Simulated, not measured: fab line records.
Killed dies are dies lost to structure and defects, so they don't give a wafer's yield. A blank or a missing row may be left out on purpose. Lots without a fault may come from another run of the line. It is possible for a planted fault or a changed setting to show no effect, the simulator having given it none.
fab line records	flow n5Finfet
record lots=5	wafers=14	lastDay=16
route steps=1938 shown SD_EPI_N@269 SD_EPI_P@295 BEOL_M4@1111 PASSIVATION@1936
lots that met no fault: from a run of the same line without faults
startH: the number of hours between the record's first day and the start of the first shown wafer of the lot	waitH: time in hours since the lot's previous step	" the same as in the row above	L1.1+2: a single row standing in for several wafers	- value missing, or start not given	* or withheld: withheld	< > ~ a bound
route shown NAME@n: a module of which the file shows steps, and the number in the route of the first	usual: mean/standard deviation taken from wafers without a fault	same: alike in all rows	chamber/n: place in a boat	sites: the reading at each site	_std_site: how widely they spread, as a standard deviation	_edge_site: outer sites' mean less inner sites'	radiusMm: for every site, how far away it sits from the centre of the wafer	mask NAME#n: copy n	behind: the tool/chamber that last shaped the wafer	hold: the reason the lot was held/the length of the hold in hours/how it ended	device: the n, p or np transistor that did not switch	end of line: the route-end tests of the same wafers	a step given without rows: its recipe and nothing more	killed: the dies lost at the first sort to structure and to defects; this is not the yield of the wafer	map: per-die view of a wafer (x killed, . not killed, _ where there is no die)
set.NAME: the setting that was run; set.NAME@STEP: the one run at that earlier step	model.NAME: the simulator's own value behind a step, which no gauge read
certain route steps with their lots: each step a table, each wafer a row
services: from which hour (startH, from the record's first day; less than 0 if before it) a tool's chamber was out of use, for how many hours, and why
## steps
# step N5_SD_EPI_N_DEVELOP_08
# recipe developTimeS=30	developer=TMAH	resist=CAR-ArF-block	devTempC=23	rinseLiquid=diw	dry=airSpin
# step N5_SD_EPI_N_DESCUM_14
# recipe chemistry=O2	timeS=7.9	sourcePowerW=50	biasPowerW=20	pressureMtorr=20	rfFrequencyHz=2.712e+07	tempC=40	resist=CAR-ArF-block	o2FlowSccm=225
# step N5_SD_EPI_N_ETCH_34
# recipe chemistry=CF4	target=SiARC	targetDepthA=455	maskMaterial=CAR-ArF-block	timeS=75.8	ionEnergyEv=80	pressureMtorr=40	sourceW=545	biasW=36	Ar_flow_sccm=100	cf4FlowSccm=100	ends=cleared
# step N5_SD_EPI_N_ETCH_35
# recipe chemistry=N2/H2	target=SOC	overetchA=1080	maskMaterial=SiARC	tempC=40	ionEnergyEv=100	sourceW=3000	biasW=133	pressureMtorr=20	timeS=486	n2FlowSccm=200	h2FlowSccm=200
# step N5_SD_EPI_N_STRIP_36
# recipe chemistry=N2/H2	tempC=40	n2FlowSccm=200	h2FlowSccm=200	rfFrequencyHz=6e+07
# step N5_SD_EPI_N_ETCHBACK_44
# recipe chemistry=CH3F/O2	mode=anisotropicEtchback	target=SiNx	targetDepthA=145	stopOn=SiO2	overEtchFrac=0.3	ionEnergyEv=120	pressureMtorr=30	sourceW=395	biasW=73	Ar_flow_sccm=150	CH3F_flow_sccm=30	O2_flow_sccm=20
# step N5_SD_EPI_N_ETCH_45
# recipe chemistry=CH3F/O2	target=SiOCN	targetDepthA=60	maskMaterial=SOC	ionEnergyEv=60	biasW=29	pressureMtorr=15	sourceW=410	Ar_flow_sccm=150	CH3F_flow_sccm=30	O2_flow_sccm=20
# step N5_SD_EPI_N_ETCH_16
# recipe chemistry=CHF3/O2	target=SiO2	targetDepthA=50	maskMaterial=SOC	pressureMtorr=30	sourceW=650	biasW=170	Ar_flow_sccm=200	CHF3_flow_sccm=50	O2_flow_sccm=5	ionEnergyEv=200
# step N5_SD_EPI_N_STRIP_47
# recipe chemistry=CHF3/O2	resist=SiARC	rfFrequencyHz=6e+07
# step N5_SD_EPI_N_SD_RECESS_17
# recipe chemistry=HBr/Cl2/O2	targetDepthA=410	maskMaterial=SOC	timeS=23.7	btTimeS=3	pressureMtorr=10	icpW=800	biasW=112	HBr_flow_sccm=150	Cl2_flow_sccm=80	O2_flow_sccm=12
# usual HBr_flow_sccm=150.0/0.45	drypumpMotorCurrentA=5.6/0.3	oesProductAu=0.994/0.016	throttleValvePct=37.1/0.33
lot.wafer	tool	chamber	startH	waitH	HBr_flow_sccm	drypumpMotorCurrentA	oesProductAu	rfHoursCounterH	throttleValvePct	model.Si_of_WELL_APT_EPI_41.thkNm	model.etch.depthNm	model.SD_EPI_N.featureDepthNm
L576.2	rieSi-02	0	66.52	0.0	150.4	6.1	0.977	198	37.4	9.8	39.78	39.8
L576.4	"	1	"	"	149.7	5.7	0.988	20	37.0	9.4	40.46	40.4
L576.5	"	0	"	"	150.1	6.1	0.979	-	37.4	9.8	39.93	40
L582.1	rieSi-05	2	106.05	0.0	150.4	5.2	1.001	158	36.5	9.4	40.83	40.8
L582.3	"	3	"	"	149.7	5.3	1.011	61	36.8	8.6	40.72	40.8
L582.5	"	1	"	"	150.7	5.8	0.988	-	37.5	9.8	39.88	39.8
L585.1	rieSi-05	3	122.67	0.0	149.6	5.3	1.008	61	36.8	10	40.99	41
L585.2	"	2	"	"	149.0	5.3	1.006	158	36.5	8	42.22	42.2
L585.4	"	0	"	"	150.9	5.4	0.967	1	37.0	12	38.2	38.2
L586.1	rieSi-05	2	129.62	0.0	150.1	5.2	1.008	158	36.5	8.2	41.67	41.6
L586.6	"	0	"	"	149.6	5.4	0.967	-	37.0	12.8	37.88	37.8
L589.4	rieSi-05	2	145.36	0.0	149.8	5.2	0.999	158	36.5	11.2	38.51	38.6
L589.5	"	3	"	"	150.3	5.3	1.015	-	36.8	9	40.88	40.8
L589.6	"	0	"	"	149.4	5.4	0.967	-	37.0	11.4	38	38
# step N5_SD_EPI_N_STRIP_38
# recipe chemistry=N2/H2	powerW=1000	tempC=250	h2Frac=0.65	overashFraction=0.3	pressureMtorr=withheld	n2FlowSccm=1750	h2FlowSccm=3250
# step N5_SD_EPI_N_WET_ETCH_43
# recipe chemistry=dHF	dilution=withheld	timeS=14	target=SiO2	targetDepthA=15	tempC=25
# step N5_SD_EPI_N_STRIP_18
# recipe chemistry=SPM	timeS=750	tempC=130	h2so4H2o2VolRatio=4
lot.wafer	tool	chamber	startH	waitH	model.Si_of_WELL_APT_EPI_41.thkNm
L576.2	wetBench-01	5	66.71	0.0	9.4
L576.4	"	6	"	"	9
L576.5	"	4	"	"	9.6
L582.1	wetBench-01	3	106.24	0.0	9.2
L582.3	"	6	"	"	8.4
L582.5	"	2	"	"	9.6
L585.1	wetBench-02	6	122.86	0.0	9.6
L585.2	"	0	"	"	7.6
L585.4	"	7	"	"	11.6
L586.1	wetBench-04	3	129.80	0.0	7.8
L586.6	"	4	"	"	12.4
L589.4+6	wetBench-02	2,6	145.55	0.0	11
L589.5	"	3	"	"	8.6
# step N5_SD_EPI_N_SRD_20
# recipe dry=ipaMarangoni	doPpb=5	timeS=30	tempC=23	rinseLiquid=diw
# step N5_SD_EPI_N_PRECLEAN_48
# recipe chemistry=NF3:NH3	afsCycles=2	tempC=30	timeS=20	sublimationTempC=180	sublimationTimeS=60	pressureTorr=3	rfPowerW=30
# step N5_SD_EPI_N_VAPOR_ETCH_50
# recipe chemistry=HCl	target=Si	tempC=775	timeS=54	pressureTorr=20	mode=isotropic
# step N5_SD_EPI_N_EPI_21
# recipe material=Si:P	dopant=P	tempC=680	pressureTorr=255	timeS=690
# step N5_SD_EPI_N_PRECLEAN_24
# recipe chemistry=O3/DIW	timeS=60	tempC=22	o3Ppm=10
# step N5_SD_EPI_N_SRD_25
# recipe timeS=30	tempC=23	rinseLiquid=diw	dry=ipaMarangoni
# step N5_SD_EPI_N_PRECLEAN_49
# recipe chemistry=NF3:NH3	afsCycles=1	tempC=30	timeS=20	sublimationTempC=180	sublimationTimeS=60	pressureTorr=3	rfPowerW=30
# step N5_SD_EPI_N_LINER_46
# recipe material=SiNx	targetThkA=30	tempC=400	aldPrecursorFamily=SiH2I2	aldCoReactant=N2/H2-plasma	pressureTorr=2
# step N5_SD_EPI_P_COAT_34
# recipe resist=SOC	tempC=250	timeS=60	spinRpm=1500	resistThkNm=350
# step N5_SD_EPI_P_COAT_35
# recipe resist=SiARC	tempC=220	timeS=60	spinRpm=1500	resistThkNm=35
# step N5_SD_EPI_P_COAT_03
# recipe resist=CAR-ArF-block	spinRpm=1500	resistThkNm=150
# step N5_SD_EPI_P_EBR_05
# recipe solvent=PGMEA	ebrWidthMm=1.5
# step N5_SD_EPI_P_SOFTBAKE_04
# recipe tempC=110	timeS=60	resist=CAR-ArF-block
# step N5_SD_EPI_P_EXPOSE_06
# recipe maskId=SD_P_BLK	na=1.35	sourceShape=conventional	sigmaOuter=0.8	polarization=unpolarized	targetCdNm=240	doseMj=39.5
# step N5_SD_EPI_P_PEB_07
# recipe pebTempC=110	pebTimeS=60	resist=CAR-ArF-block
# step N5_SD_EPI_P_DEVELOP_08
# recipe developTimeS=30	developer=TMAH	resist=CAR-ArF-block	devTempC=23	rinseLiquid=diw	dry=airSpin
# step N5_SD_EPI_P_DESCUM_14
# recipe chemistry=O2	timeS=7.9	sourcePowerW=50	biasPowerW=20	pressureMtorr=20	rfFrequencyHz=2.712e+07	tempC=40	resist=CAR-ArF-block	o2FlowSccm=225
# step N5_SD_EPI_P_ETCH_36
# recipe chemistry=CF4	target=SiARC	targetDepthA=455	maskMaterial=CAR-ArF-block	timeS=75.8	ionEnergyEv=80	pressureMtorr=40	sourceW=545	biasW=36	Ar_flow_sccm=100	cf4FlowSccm=100	ends=cleared
# step N5_SD_EPI_P_ETCH_37
# recipe chemistry=N2/H2	target=SOC	overetchA=1080	maskMaterial=SiARC	tempC=40	ionEnergyEv=100	sourceW=3000	biasW=133	pressureMtorr=20	timeS=486	n2FlowSccm=200	h2FlowSccm=200	ends=endPoint
# step N5_SD_EPI_P_STRIP_38
# recipe chemistry=N2/H2	tempC=40	n2FlowSccm=200	h2FlowSccm=200	rfFrequencyHz=6e+07
# step N5_SD_EPI_P_ETCHBACK_46
# recipe chemistry=CH3F/O2	mode=anisotropicEtchback	target=SiNx	targetDepthA=175	stopOn=SiO2	overEtchFrac=0.3	ionEnergyEv=120	pressureMtorr=30	sourceW=395	biasW=73	Ar_flow_sccm=150	CH3F_flow_sccm=30	O2_flow_sccm=20
# step N5_BEOL_M4_RC_MEAS_101
# usual CJ_N=4.30/0.078	DIBL_N=36.5/2	DIBL_P=36.5/2.3	IOFF_N=0.16/0.036	IOFF_P=0.21/0.037	ION_N=672/12	ION_P=459/7.1	SS_N=71.6/0.73	SS_P=73.4/0.76	VT_N=250/3.3	VT_P=-250.5/2.9
lot.wafer	tool	chamber	startH	waitH	CJ_N	DIBL_N[mV/V]	DIBL_P[mV/V]	IOFF_N[nA/um]	IOFF_P[nA/um]	ION_N[uA/um]	ION_P[uA/um]	SS_N[mV/dec]	SS_P[mV/dec]	VT_N[mV]	VT_P[mV]
L576.2	prober-02	0	189.71	0.2	4.15	34.5	35.7	0.14	0.19	671	462	71.2	72.8	248	-252.2
L576.4	"	0	"	"	4.21	37.3	37.8	0.19	0.23	679	462	71.5	73.9	247	-248.4
L576.5	"	0	"	"	4.21	36.9	37.8	0.18	0.22	683	468	71.5	74.7	247	-248.9
L582.1	prober-02	0	229.43	0.0	4.28	35.0	35.5	0.13	0.18	672	459	71.7	72.7	250	-250.2
L582.3	"	0	"	"	4.28	32.3	32.5	0.11	0.15	662	457	71.0	72.0	253	-253.1
L582.5	"	0	"	"	4.21	35.6	37.0	0.16	0.22	679	464	71.3	73.5	247	-247.0
L585.1	prober-01	0	257.15	0.0	4.24	37.4	36.3	0.18	0.24	684	461	72.3	74.2	246	-249.3
L585.2	"	0	"	"	4.39	38.4	36.6	0.20	0.25	697	465	72.4	73.6	245	-247.6
L585.4	"	0	"	"	3.91	37.2	37.6	0.18	0.28	685	470	72.1	74.3	248	-246.7
L586.1	prober-01	0	259.25	0.0	4.31	38.0	39.0	0.22	0.24	690	463	72.4	74.0	246	-248.6
L586.6	"	0	"	"	3.84	35.6	37.8	0.14	0.23	646	450	71.9	73.5	253	-250.7
L589.4	prober-02	0	263.16	0.5	3.98	36.9	36.4	0.14	0.22	672	462	70.9	72.7	254	-250.4
L589.5	"	0	"	"	4.31	39.0	36.9	0.18	0.22	651	445	72.9	73.1	252	-249.4
L589.6	"	0	"	"	3.94	36.1	35.8	0.13	0.21	653	457	71.2	72.7	253	-249.5
# step N5_PASSIVATION_PROBE_49
# usual defectLimitedYield=91.4/1.4	killed_at_M0_to_M3=33/11	killed_at_M4_up=13/5.3	killedAtContacts=13/6.1	killedAtFrontEnd=40/11	killedAtOther=2.9/2.7	killedDies=102/17	killedOpen=68/13	killedShort=32/7.5	sort_bin_5_function=5.1/0.98	sort_bin_6_memory=3.2/0.69	sort_bin_8_speed=0.1/1.1	sortNPass=1077/21	sortYieldPct=91.3/1.7
# same grossDies=1180	killedAtBackSide=0	sort_bin_4_leakage[%]=0
lot.wafer	tool	chamber	startH	waitH	defectLimitedYield[%]	killed_at_M0_to_M3	killed_at_M4_up	killedAtContacts	killedAtFrontEnd	killedAtOther	killedDies	killedOpen	killedShort	sort_bin_5_function[%]	sort_bin_6_memory[%]	sort_bin_8_speed[%]	sortNPass	sortYieldPct[%]
L576.2	prober-02	-	321.72	0.1	91.4	32	18	10	38	3	101	71	27	4.9	3.2	0	1079	91.4
L576.4	prober-02	-	321.82	0.2	89.9	34	14	14	52	5	119	82	35	5.3	4.2	0	1061	89.9
L576.5	prober-02	-	321.87	0.2	90.3	36	9	16	51	3	115	84	29	6.5	2.9	0	1065	90.3
L582.1	prober-01	-	349.32	0.0	93.2	23	14	6	36	1	80	52	27	4.4	2.2	0	1100	93.2
L582.3	prober-01	-	349.42	0.1	92.9	27	16	14	27	0	84	45	33	4.4	2.5	0	1096	92.9
L582.5	prober-01	-	349.52	0.2	95.0	22	3	3	30	1	59	34	24	2.8	2.0	0	1121	95.0
L585.1	prober-02	-	372.33	0.0	91.3	30	15	19	36	3	103	69	34	5.0	3.5	0	1077	91.3
L585.2	prober-02	-	372.38	0.1	91.4	34	15	5	45	2	101	69	29	4.8	3.5	0	1079	91.4
L585.4	prober-02	-	372.48	0.2	90.8	42	14	4	40	9	109	77	30	5.9	2.9	0	1071	90.8
L586.1	prober-01	-	373.92	0.0	92.7	19	12	12	43	0	86	64	21	3.8	3.1	0	1094	92.7
L586.6	prober-01	-	374.17	0.3	91.4	23	22	9	45	2	101	68	33	4.6	3.6	0	1079	91.4
L589.4	prober-02	-	383.46	0.2	90.9	53	10	12	31	1	107	78	29	5.2	3.7	0	1073	90.9
L589.5	prober-02	-	383.51	0.2	90.4	34	26	10	43	0	113	82	30	6.2	3.2	0.1	1066	90.3
L589.6	prober-02	-	383.56	0.3	93.0	34	7	16	26	0	83	58	23	3.5	3.2	0	1097	93.0
# killed by level:class
L576.2 STI_FIN_REVEAL:geometricParticle:open=12 MOL_CONTACT_COAG:geometricParticle:open=9 BEOL_M0:geometricParticle:open=8 BEOL_M8:geometricParticle:open=8 STARTING-WAFER:geometricParticle:short=6 FIN_SAQP:geometricParticle:open=5 GATE_CUT:geometricParticle:short=5 BEOL_M0_SAQP:geometricParticle:short=5
L576.4 FIN_SAQP:geometricParticle:open=15 MOL_CONTACT_COAG:geometricParticle:open=13 FIN_SAQP:geometricParticle:short=11 STI_FIN_REVEAL:geometricParticle:open=11 BEOL_M1:geometricParticle:open=8 BEOL_M2:geometricParticle:open=7 GATE_CUT:geometricParticle:short=6 BEOL_M4:geometricParticle:open=6
L576.5 FIN_SAQP:geometricParticle:open=15 MOL_CONTACT_COAG:geometricParticle:open=13 STI_FIN_REVEAL:geometricParticle:open=12 BEOL_M2:geometricParticle:open=12 FIN_SAQP:geometricParticle:short=7 BEOL_M0:geometricParticle:open=5 BEOL_M1:geometricParticle:open=5 GATE_CUT:geometricParticle:open=4
L582.1 STI_FIN_REVEAL:geometricParticle:open=13 BEOL_M0_SAQP:geometricParticle:short=9 DUMMY_GATE:geometricParticle:open=8 FIN_SAQP:geometricParticle:short=5 MOL_CONTACT_COAG:geometricParticle:open=5 BEOL_M0_SAQP:geometricParticle:open=4 BEOL_M2:geometricParticle:open=4 BEOL_M8:geometricParticle:open=4
L582.3 BEOL_M0_SAQP:geometricParticle:short=10 MOL_CONTACT_COAG:geometricParticle:open=7 MOL_CONTACT_COAG:geometricParticle:short=7 BEOL_M4:geometricParticle:open=7 FIN_SAQP:geometricParticle:open=6 STI_FIN_REVEAL:geometricParticle:open=6 BEOL_M0_SAQP:geometricParticle:open=6 FIN_SAQP:geometricParticle:short=4
L582.5 FIN_SAQP:geometricParticle:short=9 BEOL_M0_SAQP:geometricParticle:open=6 STARTING-WAFER:geometricParticle:short=5 FIN_SAQP:geometricParticle:open=4 BEOL_M1:geometricParticle:open=4 DUMMY_GATE:geometricParticle:open=3 MOL_CONTACT_COAG:geometricParticle:open=3 BEOL_M2:geometricParticle:open=3
L585.1 MOL_CONTACT_COAG:geometricParticle:open=15 BEOL_M3:geometricParticle:open=11 STI_FIN_REVEAL:geometricParticle:open=10 FIN_SAQP:geometricParticle:short=7 BEOL_M1:geometricParticle:open=7 FIN_SAQP:geometricParticle:open=5 MOL_CONTACT_COAG:geometricParticle:short=4 BEOL_M0_SAQP:geometricParticle:short=4
L585.2 FIN_SAQP:geometricParticle:open=14 BEOL_M3:geometricParticle:open=8 FIN_SAQP:geometricParticle:short=7 STI_FIN_REVEAL:geometricParticle:open=7 BEOL_M0_SAQP:geometricParticle:short=7 BEOL_M0_SAQP:geometricParticle:open=6 BEOL_M1:geometricParticle:open=6 MOL_CONTACT_COAG:geometricParticle:open=4
L585.4 BEOL_M3:geometricParticle:open=15 STI_FIN_REVEAL:geometricParticle:open=10 FIN_SAQP:geometricParticle:open=8 BEOL_M2:geometricParticle:open=8 BEOL_M0_SAQP:geometricParticle:short=7 BEOL_M0_SAQP:geometricParticle:open=6 BEOL_M4:geometricParticle:open=5 STARTING-WAFER:geometricParticle:open=5
L586.1 MOL_CONTACT_COAG:geometricParticle:open=11 FIN_SAQP:geometricParticle:open=10 ILD0:geometricParticle:open=10 BEOL_M3:geometricParticle:open=7 STI_FIN_REVEAL:geometricParticle:open=6 FIN_SAQP:geometricParticle:short=5 BEOL_M0_SAQP:geometricParticle:short=5 DUMMY_GATE:geometricParticle:open=4
L586.6 FIN_SAQP:geometricParticle:open=17 FIN_SAQP:geometricParticle:short=8 MOL_CONTACT_COAG:geometricParticle:open=8 BEOL_M4:geometricParticle:open=7 BEOL_M2:geometricParticle:open=6 BEOL_M0_SAQP:geometricParticle:open=5 BEOL_M3:geometricParticle:open=5 GATE_CUT:geometricParticle:short=4
L589.4 BEOL_M3:geometricParticle:open=12 MOL_CONTACT_COAG:geometricParticle:open=11 BEOL_M0_SAQP:geometricParticle:open=11 FIN_SAQP:geometricParticle:open=10 FIN_SAQP:geometricParticle:short=9 BEOL_M0:geometricParticle:open=9 BEOL_M1:geometricParticle:open=8 BEOL_M0_SAQP:geometricParticle:short=7
L589.5 STI_FIN_REVEAL:geometricParticle:open=15 BEOL_M4:geometricParticle:open=15 FIN_SAQP:geometricParticle:open=8 BEOL_M1:geometricParticle:open=8 BEOL_M3:geometricParticle:open=8 BEOL_M0_SAQP:geometricParticle:short=7 MOL_CONTACT_COAG:geometricParticle:open=6 FIN_SAQP:geometricParticle:short=5
L589.6 STI_FIN_REVEAL:geometricParticle:open=9 BEOL_M1:geometricParticle:open=8 MOL_CONTACT_COAG:geometricParticle:open=8 BEOL_M0:geometricParticle:open=8 MOL_CONTACT_COAG:geometricParticle:short=6 BEOL_M2:geometricParticle:open=5 FIN_SAQP:geometricParticle:open=4 FIN_SAQP:geometricParticle:short=4
## services
tool	chamber	startH	hours	kind
rieSi-05	0	72.29	-	clean
rieSi-05	0	72.29	12.0	scheduledDown
rieSi-05	0	72.29	12.0	ventCycle
wetBench-01	-	77.06	1.2	repair
rieSi-02	0	110.44	-	clean
rieSi-02	0	110.44	14.5	scheduledDown
rieSi-02	0	110.44	14.5	ventCycle
## key
firstSign step=N5_BEOL_M4_RC_MEAS_101	reading=CJ_N	direction=down	sigmas=4.9	usual=4.30	struck=3.92
effect none on later readings
modelEffect step=N5_SD_EPI_N_SD_RECESS_17	value=Si_of_WELL_APT_EPI_41.thkNm	without=9	struck=11.85
modelEffect step=N5_SD_EPI_N_STRIP_18	value=Si_of_WELL_APT_EPI_41.thkNm	without=8.65	struck=11.5
metAt N5_SD_EPI_N_SD_RECESS_17
struckWafers L585.4,L586.6,L589.4,L589.6
onsetBetween 106.05 122.67
fault kind=processParameterDrift	tool=rieSi-05	chamber=-	onsetH=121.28	steps=N5_SD_EPI_N_SD_RECESS_17	channel=timeS	offset=*	shape=step	endH=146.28	scope=struckWafersOnly	actsIn=*	stated=*
